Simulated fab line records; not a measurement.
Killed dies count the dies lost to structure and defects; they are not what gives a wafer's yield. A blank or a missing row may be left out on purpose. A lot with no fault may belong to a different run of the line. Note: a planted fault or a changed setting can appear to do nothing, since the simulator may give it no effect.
Which tool did it?    flow nand-harc    Sampling: 21 lots, 63 wafers, 6 of 1159 route steps

== WHAT EACH GAUGE READ, for each wafer ==
No reading from a measuring or inspecting step in the record can be judged against a usual standard deviation.

== TOOL THAT RAN EACH LOT (tool first, then ch and the chambers of the sampled wafers, then the start) ==
lot   NHARC_A_STAIRCASE_TRIM_229          NHARC_A_STAIRCASE_TRIM_233                     NHARC_A_STAIRCASE_DESCUM_252        NHARC_A_STAIRCASE_DESCUM_312        NHARC_A_STAIRCASE_CMP_450      NHARC_A_STAIRCASE_CMP_472
L074  rie-diel-03 ch 1,2, day 11 02:26    rie-diel-03 ch 0,1,3, day 11 04:52 or earlier  rie-diel-03 ch 0,2,3, day 11 04:52  rie-diel-03 ch 1,2,3, day 11 17:20  cmp-02 ch 1,2, day 13 10:26    cmp-02 ch 1,2,3, day 13 12:07
L075  rie-diel-04 ch 2,3, day 11 14:41    rie-diel-04 ch 0,1,2, day 11 17:22 or earlier  rie-diel-04 ch 0,1,2, day 11 17:22  rie-diel-03 ch 1,3, day 12 02:18    cmp-02 ch 2,3, day 14 08:08    cmp-04 ch 2,3, day 14 09:42
L076  rie-diel-04 ch 1,2, day 11 17:28    rie-diel-04 ch 0,1, day 11 20:08 or earlier    rie-diel-03 ch 1,2,3, day 11 20:08  rie-diel-03 ch 2,3, day 12 05:15    cmp-03 ch 2,3, day 14 08:04    cmp-03 ch 2,3, day 14 09:31
L077  rie-diel-13 ch 1,2,3, day 11 18:23  rie-diel-13 ch 1,2,3, day 11 21:05 or earlier  rie-diel-04 ch 1,3, day 11 21:05    rie-diel-13 ch 0,2,3, day 12 08:22  cmp-03 ch 0,1, day 14 17:41    cmp-03 ch 1,2,3, day 14 19:10
L079  rie-diel-04 ch 0,2,3, day 12 09:16  rie-diel-04 ch 0,1, day 12 11:44 or earlier    rie-diel-03 ch 1,3, day 12 11:44    rie-diel-13 ch 0,1,2, day 12 21:58  cmp-02 ch 0,1,2, day 15 00:47  cmp-02 ch 0,1, day 15 02:23
L081  rie-diel-04 ch 1,2,3, day 12 18:33  rie-diel-04 ch 2,3, day 12 22:04 or earlier    rie-diel-03 ch 1,2,3, day 12 22:04  rie-diel-13 ch 0,1,3, day 13 11:14  cmp-03 ch 1,2,3, day 15 04:56  cmp-04 ch 0,1,2, day 15 06:29
L080  rie-diel-03 ch 0,2,3, day 13 06:19  rie-diel-03 ch 0,1,2, day 13 10:35 or earlier  rie-diel-13 ch 1,2, day 13 10:35    rie-diel-13 ch 0,1,3, day 14 07:07  cmp-03 ch 0,3, day 16 06:34    cmp-02 ch 1,2,3, day 16 08:06
L084  rie-diel-03 ch 1,2,3, day 13 13:59  rie-diel-03 ch 0,2, day 13 16:44 or earlier    rie-diel-04 ch 1,2,3, day 13 16:44  rie-diel-03 ch 0,2,3, day 14 07:44  cmp-02 ch 1,3, day 16 06:01    cmp-02 ch 0,1,2, day 16 07:31
L082  rie-diel-03 ch 1,2,3, day 13 14:11  rie-diel-03 ch 0,1,3, day 13 16:57 or earlier  rie-diel-13 ch 0,1,2, day 13 16:57  rie-diel-03 ch 0,1,3, day 14 08:57  cmp-03 ch 0,1,2, day 16 08:28  cmp-04 ch 0,2,3, day 16 09:56
L083  rie-diel-04 ch 1,2, day 13 14:48    rie-diel-04 ch 1,2,3, day 13 17:46 or earlier  rie-diel-04 ch 1,2,3, day 13 17:46  rie-diel-04 ch 0,2,3, day 14 08:05  cmp-04 ch 0,2,3, day 16 06:52  cmp-02 ch 0,1,2, day 16 08:19
L086  rie-diel-04 ch 0,1,2, day 15 04:41  rie-diel-04 ch 1,2,3, day 15 07:37 or earlier  rie-diel-13 ch 2,3, day 15 07:37    rie-diel-03 ch 0,1,2, day 15 23:05  cmp-04 ch 0,2,3, day 17 22:37  cmp-02 ch 0,2,3, day 18 00:06
L088  rie-diel-04 ch 0,1,3, day 15 04:49  rie-diel-04 ch 1,2,3, day 15 07:53 or earlier  rie-diel-04 ch 0,2,3, day 15 07:53  rie-diel-04 ch 0,1,2, day 16 00:40  cmp-04 ch 1,2,3, day 17 21:03  cmp-03 ch 0,2,3, day 17 22:34
L089  rie-diel-03 ch 0,1,3, day 15 08:22  rie-diel-03 ch 0,1, day 15 11:01 or earlier    rie-diel-13 ch 0,3, day 15 11:01    rie-diel-03 ch 1,3, day 16 04:19    cmp-04 ch 1,3, day 17 22:28    cmp-04 ch 0,1,3, day 17 23:56
L091  rie-diel-13 ch 0,1, day 15 09:14    rie-diel-13 ch 0,2,3, day 15 11:43 or earlier  rie-diel-13 ch 0,1,2, day 15 11:43  rie-diel-13 ch 1,2, day 16 06:02    cmp-02 ch 1,2,3, day 17 21:10  cmp-02 ch 0,1,2, day 17 22:41
L090  rie-diel-03 ch 0,1,2, day 15 09:34  rie-diel-03 ch 0,1,2, day 15 12:41 or earlier  rie-diel-04 ch 0,1,3, day 15 12:41  rie-diel-04 ch 1,2,3, day 16 10:50  cmp-02 ch 0,2,3, day 18 12:32  cmp-03 ch 0,1,2, day 18 14:15
L092  rie-diel-04 ch 0,1,3, day 15 11:50  rie-diel-04 ch 0,2,3, day 15 14:55 or earlier  rie-diel-03 ch 0,1, day 15 14:55    rie-diel-13 ch 0,1,2, day 16 14:36  cmp-02 ch 0,1, day 18 12:43    cmp-04 ch 1,2,3, day 18 14:14
L094  rie-diel-04 ch 0,1,3, day 16 15:52  rie-diel-04 ch 1,2,3, day 16 18:22 or earlier  rie-diel-13 ch 0,3, day 16 18:22    rie-diel-04 ch 1,2, day 17 10:38    cmp-04 ch 1,3, day 19 10:41    cmp-03 ch 0,1, day 19 12:08
L093  rie-diel-13 ch 0,3, day 16 16:34    rie-diel-13 ch 0,1,2, day 16 19:09 or earlier  rie-diel-03 ch 0,3, day 16 19:09    rie-diel-13 ch 0,1,2, day 17 10:50  cmp-02 ch 0,3, day 19 10:42    cmp-04 ch 0,1,3, day 19 12:32
L096  rie-diel-04 ch 0,3, day 16 18:34    rie-diel-04 ch 1,2, day 16 21:16 or earlier    rie-diel-04 ch 0,2,3, day 16 21:16  rie-diel-04 ch 0,3, day 17 11:08    cmp-03 ch 0,1, day 19 10:10    cmp-02 ch 0,2,3, day 19 11:43
L095  rie-diel-04 ch 0,2,3, day 16 19:40  rie-diel-04 ch 2,3, day 16 22:08 or earlier    rie-diel-13 ch 0,1,3, day 16 22:08  rie-diel-13 ch 1,2,3, day 17 13:28  cmp-04 ch 0,1,2, day 19 17:17  cmp-02 ch 1,2, day 19 18:59
L097  rie-diel-04 ch 0,1,3, day 17 07:02  rie-diel-04 ch 0,2, day 17 09:38 or earlier    rie-diel-04 ch 0,1,2, day 17 09:38  rie-diel-03 ch 0,2, day 17 20:36    cmp-03 ch 1,2,3, day 19 17:10  cmp-04 ch 0,1,3, day 19 18:56
- NHARC_A_STAIRCASE_TRIM_229: chemistry O2, time 211.2 s.
- NHARC_A_STAIRCASE_TRIM_233: chemistry O2, time 211.2 s.
- NHARC_A_STAIRCASE_DESCUM_252: chemistry O2, time 3 s.
- NHARC_A_STAIRCASE_DESCUM_312: chemistry O2, time 3 s.
- NHARC_A_STAIRCASE_CMP_450: polishes SiO2, target thk 200 nm.
- NHARC_A_STAIRCASE_CMP_472: polishes SiO2.

== WHAT THE TOOLS THEMSELVES READ (means of the sampled wafers that have a number; where no wafer has one, the mark that the record gives instead) ==
NHARC_A_STAIRCASE_TRIM_229.
lot   tool         chamber-pressure-mTorr (mTorr)  drypump-motor-current-A (A)  mfc-ar-sccm (sccm)  oes-product-au (a.u.)  rf-vpp-V (V)  showerhead-plenum-p-Torr (Torr)  throttle-valve-pct (%)
L074  rie-diel-03  60.01                           6.2                          0.014               0.986                  57.9          3.39                             17.038
L075  rie-diel-04  59.97                           5.6                          0.009               1.014                  58.3          3.42                             17.032
L076  rie-diel-04  60.01                           5.3                          0.003               0.998                  57.9          3.57                             17.032
L077  rie-diel-13  60.02                           5.7                          0.000               0.998                  57.7          3.49                             17.037
L079  rie-diel-04  60.04                           6.0                          0.005               0.992                  57.6          3.50                             17.037
L081  rie-diel-04  60.02                           5.3                          0.007               1.006                  57.1          3.48                             17.042
L080  rie-diel-03  59.98                           6.1                          0.000               1.004                  57.2          3.46                             17.034
L084  rie-diel-03  60.03                           6.2                          0.007               0.992                  57.2          3.46                             17.039
L082  rie-diel-03  59.98                           6.2                          0.007               1.000                  57.7          3.46                             17.037
L083  rie-diel-04  60.01                           5.0                          0.005               0.994                  58.4          3.55                             17.040
L086  rie-diel-04  59.98                           5.7                          0.003               0.993                  58.2          3.56                             17.034
L088  rie-diel-04  60.03                           5.7                          0.007               0.995                  57.9          3.47                             17.042
L089  rie-diel-03  60.04                           6.2                          0.007               1.001                  57.2          3.49                             17.032
L091  rie-diel-13  59.98                           5.9                          0.000               0.994                  56.8          3.45                             17.038
L090  rie-diel-03  60.00                           6.1                          0.007               0.996                  57.5          3.37                             17.039
L092  rie-diel-04  60.00                           5.7                          0.007               0.990                  58.3          3.47                             17.040
L094  rie-diel-04  60.00                           5.7                          0.007               0.997                  58.2          3.46                             17.038
L093  rie-diel-13  60.00                           6.0                          0.000               1.006                  58.6          3.35                             17.026
L096  rie-diel-04  59.98                           6.3                          0.005               1.005                  57.5          3.48                             17.027
L095  rie-diel-04  59.96                           6.0                          0.005               1.001                  58.1          3.48                             17.024
L097  rie-diel-04  59.96                           5.7                          0.007               1.000                  58.0          3.46                             17.038

NHARC_A_STAIRCASE_TRIM_233.
lot   tool         chamber-pressure-mTorr (mTorr)  drypump-motor-current-A (A)  mfc-ar-sccm (sccm)  oes-product-au (a.u.)  rf-vpp-V (V)  showerhead-plenum-p-Torr (Torr)  throttle-valve-pct (%)
L074  rie-diel-03  59.96                           6.2                          0.007               0.999                  58.0          3.51                             17.032
L075  rie-diel-04  60.06                           5.7                          0.003               1.004                  58.5          3.57                             17.041
L076  rie-diel-04  60.03                           5.4                          0.005               0.996                  57.4          3.55                             17.036
L077  rie-diel-13  60.00                           5.7                          0.000               1.004                  57.1          3.49                             17.033
L079  rie-diel-04  60.02                           6.0                          0.003               0.996                  58.4          3.57                             17.044
L081  rie-diel-04  59.99                           5.6                          0.009               1.001                  57.5          3.41                             17.031
L080  rie-diel-03  60.10                           6.1                          0.007               0.999                  57.5          3.38                             17.038
L084  rie-diel-03  60.03                           6.0                          0.000               1.013                  57.6          3.37                             17.036
L082  rie-diel-03  60.02                           6.2                          0.007               1.001                  57.6          3.49                             17.038
L083  rie-diel-04  59.99                           5.3                          0.007               0.994                  57.8          3.48                             17.034
L086  rie-diel-04  59.98                           5.3                          0.007               1.006                  57.0          3.47                             17.030
L088  rie-diel-04  59.98                           5.3                          0.007               0.991                  57.3          3.47                             17.036
L089  rie-diel-03  60.02                           6.2                          0.007               0.998                  57.5          3.40                             17.037
L091  rie-diel-13  59.98                           5.7                          0.000               0.994                  57.0          3.52                             17.042
L090  rie-diel-03  59.94                           6.1                          0.007               0.996                  57.5          3.37                             17.034
L092  rie-diel-04  60.00                           6.0                          0.005               0.993                  57.5          3.49                             17.038
L094  rie-diel-04  59.95                           5.3                          0.007               0.998                  57.3          3.46                             17.035
L093  rie-diel-13  59.98                           5.7                          0.000               0.987                  58.7          3.54                             17.036
L096  rie-diel-04  60.06                           5.3                          0.003               0.989                  57.9          3.55                             17.040
L095  rie-diel-04  60.05                           5.6                          0.009               1.007                  57.0          3.40                             17.033
L097  rie-diel-04  60.03                           6.0                          0.000               0.988                  57.1          3.56                             17.046

NHARC_A_STAIRCASE_DESCUM_252.
lot   tool         chamber-pressure-mTorr (mTorr)  drypump-motor-current-A (A)  mfc-ar-sccm (sccm)  oes-product-au (a.u.)  rf-vpp-V (V)  showerhead-plenum-p-Torr (Torr)  throttle-valve-pct (%)
L074  rie-diel-03  59.97                           6.0                          0.000               1.002                  57.1          1.87                             11.313
L075  rie-diel-04  59.99                           5.7                          0.003               1.009                  57.5          1.94                             11.310
L076  rie-diel-03  59.95                           6.1                          0.007               0.990                  57.2          1.88                             11.307
L077  rie-diel-04  59.99                           5.3                          0.012               1.008                  58.5          1.84                             11.303
L079  rie-diel-03  60.02                           6.2                          0.007               0.997                  57.7          1.95                             11.305
L081  rie-diel-03  60.03                           6.2                          0.007               0.997                  58.2          1.87                             11.303
L080  rie-diel-13  60.01                           5.4                          0.000               0.991                  58.5          1.97                             11.317
L084  rie-diel-04  59.97                           5.3                          0.007               1.001                  58.1          1.88                             11.312
L082  rie-diel-13  59.94                           5.6                          0.000               0.983                  58.4          1.92                             11.315
L083  rie-diel-04  59.91                           5.3                          0.007               0.997                  58.5          1.88                             11.314
L086  rie-diel-13  60.00                           5.8                          0.000               1.014                  56.9          1.86                             11.307
L088  rie-diel-04  59.95                           6.0                          0.005               0.997                  58.1          1.89                             11.312
L089  rie-diel-13  59.99                           6.0                          0.000               1.002                  57.1          1.81                             11.310
L091  rie-diel-13  60.01                           5.6                          0.000               0.986                  58.7          1.92                             11.308
L090  rie-diel-04  60.00                           5.7                          0.007               0.996                  58.0          1.88                             11.311
L092  rie-diel-03  59.94                           6.3                          0.014               0.996                  57.2          1.85                             11.311
L094  rie-diel-13  59.98                           6.0                          0.000               1.007                  57.6          1.81                             11.303
L093  rie-diel-03  60.02                           6.1                          0.000               0.995                  57.6          1.93                             11.309
L096  rie-diel-04  59.92                           6.0                          0.005               0.994                  57.2          1.89                             11.312
L095  rie-diel-13  59.99                           5.9                          0.000               1.000                  57.4          1.82                             11.322
L097  rie-diel-04  60.00                           5.6                          0.003               0.991                  58.9          1.92                             11.305

NHARC_A_STAIRCASE_DESCUM_312.
lot   tool         chamber-pressure-mTorr (mTorr)  drypump-motor-current-A (A)  mfc-ar-sccm (sccm)  oes-product-au (a.u.)  rf-vpp-V (V)  showerhead-plenum-p-Torr (Torr)  throttle-valve-pct (%)
L074  rie-diel-03  60.03                           6.2                          0.007               0.999                  57.4          1.88                             11.309
L075  rie-diel-03  59.95                           6.3                          0.014               0.996                  57.6          1.90                             11.305
L076  rie-diel-03  59.96                           6.1                          0.000               0.997                  57.3          1.92                             11.306
L077  rie-diel-13  60.00                           5.7                          0.000               0.997                  57.9          1.92                             11.313
L079  rie-diel-13  60.01                           5.6                          0.000               0.997                  58.1          1.93                             11.322
L081  rie-diel-13  60.01                           5.9                          0.000               1.003                  56.6          1.83                             11.311
L080  rie-diel-13  60.03                           5.9                          0.000               1.011                  56.8          1.83                             11.314
L084  rie-diel-03  60.02                           6.1                          0.000               1.000                  58.6          1.87                             11.308
L082  rie-diel-03  60.00                           6.2                          0.007               0.997                  57.8          1.89                             11.307
L083  rie-diel-04  60.02                           6.0                          0.005               0.999                  57.5          1.90                             11.312
L086  rie-diel-03  60.03                           6.1                          0.007               1.001                  56.7          1.82                             11.315
L088  rie-diel-04  59.92                           5.7                          0.003               0.986                  57.7          1.93                             11.320
L089  rie-diel-03  59.96                           6.2                          0.007               1.001                  57.3          1.94                             11.307
L091  rie-diel-13  60.03                           5.6                          0.000               0.998                  57.9          1.90                             11.311
L090  rie-diel-04  59.95                           5.3                          0.007               0.993                  57.4          1.88                             11.318
L092  rie-diel-13  60.05                           5.6                          0.000               0.999                  58.0          1.92                             11.301
L094  rie-diel-04  59.99                           5.3                          0.003               0.993                  58.1          1.92                             11.308
L093  rie-diel-13  59.96                           5.6                          0.000               0.993                  57.6          1.91                             11.305
L096  rie-diel-04  59.95                           6.3                          0.005               1.007                  57.9          1.89                             11.318
L095  rie-diel-13  60.00                           5.7                          0.000               1.009                  57.1          1.87                             11.311
L097  rie-diel-03  60.03                           6.0                          0.000               1.011                  58.5          2.00                             11.317

NHARC_A_STAIRCASE_CMP_450.
lot   tool    motor-current-A (A)
L074  cmp-02  10.9
L075  cmp-02  12.8
L076  cmp-03  11.8
L077  cmp-03  11.0
L079  cmp-02  11.8
L081  cmp-03  11.8
L080  cmp-03  11.6
L084  cmp-02  12.3
L082  cmp-03  11.2
L083  cmp-04  12.1
L086  cmp-04  12.0
L088  cmp-04  12.3
L089  cmp-04  12.5
L091  cmp-02  12.0
L090  cmp-02  12.5
L092  cmp-02  11.7
L094  cmp-04  12.3
L093  cmp-02  12.9
L096  cmp-03  11.3
L095  cmp-04  12.1
L097  cmp-03  11.9

NHARC_A_STAIRCASE_CMP_472.
lot   tool    motor-current-A (A)
L074  cmp-02  11.8
L075  cmp-04  11.8
L076  cmp-03  12.1
L077  cmp-03  12.0
L079  cmp-02  11.1
L081  cmp-04  11.9
L080  cmp-02  11.9
L084  cmp-02  12.5
L082  cmp-04  12.5
L083  cmp-02  12.1
L086  cmp-02  13.0
L088  cmp-03  11.3
L089  cmp-04  12.8
L091  cmp-02  12.0
L090  cmp-03  11.4
L092  cmp-04  11.9
L094  cmp-03  10.9
L093  cmp-04  12.4
L096  cmp-02  12.5
L095  cmp-02  11.6
L097  cmp-04  12.4

== THE ANSWER, worked out from the rows above alone ==
Rule: the lots themselves supply what counts as usual. Put in order of their means at a reading, lots are off if they are a third of the lots or fewer, leave a main group of 4 or more, and stand apart from it by a gap of 3 or more times the standard deviation of the main group's means; of several such gaps the widest counts. A main group is skipped when, at the precision printed for the reading in the tables above, its means are all equal. A lot without any number at a reading at which 4 lots or more have one is off too. The other lots that the step has rows for count as sound. After the gauges, taken in route order, come the tools' own readings; for these a lot's mean is taken, as printed above. At the first step where some lot is off, the reading lying furthest off is the one used; lots without a number count as furthest.
No lot is off on any of the readings shown, so nothing can be concluded from this.

== WHAT THE SIMULATOR HAD INSERTED ==
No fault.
